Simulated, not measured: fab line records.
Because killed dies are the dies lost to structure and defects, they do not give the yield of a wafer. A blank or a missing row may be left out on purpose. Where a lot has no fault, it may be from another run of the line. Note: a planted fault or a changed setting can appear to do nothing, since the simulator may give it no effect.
Chamber matching | flow n5 finfet | N5_MOL_CONTACT_COAG_ALD_20 on ald metal-04 has 4 sister chambers
The step deposits TiN, target thk 1.5 nm, pulse time 1 s, purge time 3 s. 8 wafers are shown with their chamber, then 8 later ones without.

## EACH WAFER AND ITS CHAMBER
wafer  | chamber | heater power w (W) | precursor pulse height rel
L431.2 | 1       | 936                | 0.952
L432.6 | 2       | 920                | 0.958
L443.1 | 3       | 901                | 0.982
L443.5 | 3       | 893                | 1.006
L444.3 | 0       | 961                | 0.986
L444.5 | 0       | 942                | 1.000
L444.6 | 1       | 944                | 1.022
L445.1 | 2       | 905                | 1.007

## WAFERS MISSING THEIR CHAMBER
wafer  | heater power w (W) | precursor pulse height rel
L445.2 | 904                | 1.016
L445.4 | 945                | 1.008
L446.2 | 884                | 1.012
L446.5 | 922                | 1.012
L446.6 | 936                | 1.005
L447.1 | 944                | 1.016
L447.2 | 929                | 1.018
L447.3 | 924                | 1.008

## CHAMBER TAKEN BY EACH
wafer  | from the rows above               | in truth
L445.2 | can't be placed: 3 or 2           | 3
L445.4 | can't be placed: 0 or 1           | 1
L446.2 | can't be placed: 3 or 2           | 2
L446.5 | can't be placed: 2 or 1 or 3 or 0 | 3
L446.6 | can't be placed: 1 or 0 or 2      | 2
L447.1 | can't be placed: 1 or 0           | 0
L447.2 | can't be placed: 1 or 2 or 0 or 3 | 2
L447.3 | can't be placed: 2 or 1 or 3 or 0 | 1
Correctly placed: 0 of 8. Not placeable from these rows: 8 (in 8, the candidates include the true chamber). Number placed wrongly: 0.
How it was worked out, from the rows above alone: a wafer's distance from a chamber is the root of the sum, over the readings, of the square of ((its reading less the chamber's mean) divided by the reading's scatter). If the next closest chamber is less than 2 further off than the closest, the wafer can't be placed; otherwise it belongs to the closest. The mean given for a chamber averages the wafers shown for that chamber. The scatter: take each reading less its chamber's mean, square it, sum over the shown wafers, divide by the number of wafers less the number of chambers, and take the root.
